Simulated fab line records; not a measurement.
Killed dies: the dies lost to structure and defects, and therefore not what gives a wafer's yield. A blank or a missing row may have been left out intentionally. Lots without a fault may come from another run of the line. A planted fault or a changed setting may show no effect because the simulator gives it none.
Matching of chambers :: flow n5_finfet :: 4 sister chambers for N5_HKMG_FIN_NWFM_ALD_20 on ald_metal-03
The step deposits TiAlC, target thk 2 nm, pulse time 3 s, purge time 2 s. 20 wafers are shown with their chamber, then 10 later ones without.

== EACH WAFER AND ITS CHAMBER ==
wafer: L074.2
chamber: 2
heater_power_w (W): 467
precursor_pulse_height_rel: 1.039

wafer: L074.4
chamber: 0
heater_power_w (W): 470
precursor_pulse_height_rel: 0.997

wafer: L074.5
chamber: 0
heater_power_w (W): 459
precursor_pulse_height_rel: 1.003

wafer: L078.1
chamber: 3
heater_power_w (W): 398
precursor_pulse_height_rel: 0.991

wafer: L078.2
chamber: 1
heater_power_w (W): 495
precursor_pulse_height_rel: 1.004

wafer: L078.6
chamber: 1
heater_power_w (W): 504
precursor_pulse_height_rel: 1.000

wafer: L079.3
chamber: 2
heater_power_w (W): 470
precursor_pulse_height_rel: 1.014

wafer: L079.4
chamber: 1
heater_power_w (W): 499
precursor_pulse_height_rel: 1.016

wafer: L079.6
chamber: 3
heater_power_w (W): 394
precursor_pulse_height_rel: 1.052

wafer: L080.1
chamber: 2
heater_power_w (W): 457
precursor_pulse_height_rel: 1.018

wafer: L080.2
chamber: 1
heater_power_w (W): 487
precursor_pulse_height_rel: 1.001

wafer: L080.6
chamber: 1
heater_power_w (W): 512
precursor_pulse_height_rel: 0.980

wafer: L083.1
chamber: 1
heater_power_w (W): 495
precursor_pulse_height_rel: 1.042

wafer: L083.2
chamber: 2
heater_power_w (W): 461
precursor_pulse_height_rel: 0.991

wafer: L083.3
chamber: 0
heater_power_w (W): 463
precursor_pulse_height_rel: 0.989

wafer: L084.1
chamber: 3
heater_power_w (W): 392
precursor_pulse_height_rel: 1.015

wafer: L084.3
chamber: 0
heater_power_w (W): 478
precursor_pulse_height_rel: 1.019

wafer: L084.6
chamber: 2
heater_power_w (W): 460
precursor_pulse_height_rel: 1.001

wafer: L089.3
chamber: 2
heater_power_w (W): 455
precursor_pulse_height_rel: 1.018

wafer: L089.4
chamber: 0
heater_power_w (W): 468
precursor_pulse_height_rel: 0.962

SIGNATURES, as means of the wafers listed above
reading: heater_power_w
chamber 0: 467.60
chamber 1: 498.67
chamber 2: 461.67
chamber 3: 394.67
scatter within a chamber: 6.91

reading: precursor_pulse_height_rel
chamber 0: 0.99400
chamber 1: 1.00717
chamber 2: 1.01350
chamber 3: 1.01933
scatter within a chamber: 0.0211
Rule: for a wafer and a chamber, the distance is found by dividing, reading by reading, the gap between the wafer's reading and the chamber's mean by the reading's scatter, squaring, summing and taking the root. If the next closest chamber is less than 2 further off than the closest, the wafer can't be placed; otherwise it belongs to the closest. The scatter: take each reading less its chamber's mean, square it, sum over the shown wafers, divide by the number of wafers less the number of chambers, and take the root.

== WAFERS MISSING THEIR CHAMBER ==
wafer: L089.6
heater_power_w (W): 463
precursor_pulse_height_rel: 0.991

wafer: L092.1
heater_power_w (W): 402
precursor_pulse_height_rel: 0.975

wafer: L092.4
heater_power_w (W): 474
precursor_pulse_height_rel: 0.956

wafer: L092.5
heater_power_w (W): 401
precursor_pulse_height_rel: 0.949

wafer: L093.1
heater_power_w (W): 385
precursor_pulse_height_rel: 0.978

wafer: L093.4
heater_power_w (W): 479
precursor_pulse_height_rel: 1.010

wafer: L093.5
heater_power_w (W): 465
precursor_pulse_height_rel: 1.001

wafer: L095.1
heater_power_w (W): 470
precursor_pulse_height_rel: 0.984

wafer: L095.3
heater_power_w (W): 494
precursor_pulse_height_rel: 0.987

wafer: L095.4
heater_power_w (W): 458
precursor_pulse_height_rel: 1.007

== THE CHAMBER EACH PASSED THROUGH ==
wafer: L089.6
from the rows above: can't be placed: 0 or 2
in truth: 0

wafer: L092.1
from the rows above: 3
in truth: 3

wafer: L092.4
from the rows above: can't be placed: 0 or 2
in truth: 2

wafer: L092.5
from the rows above: 3
in truth: 3

wafer: L093.1
from the rows above: 3
in truth: 3

wafer: L093.4
from the rows above: can't be placed: 0 or 2 or 1
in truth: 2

wafer: L093.5
from the rows above: can't be placed: 0 or 2
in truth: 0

wafer: L095.1
from the rows above: can't be placed: 0 or 2
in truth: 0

wafer: L095.3
from the rows above: 1
in truth: 1

wafer: L095.4
from the rows above: can't be placed: 2 or 0
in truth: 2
4 of 10 placed correctly. Can't be placed from these rows: 6 (the true chamber is among the candidates in 6). Number placed wrongly: 0.
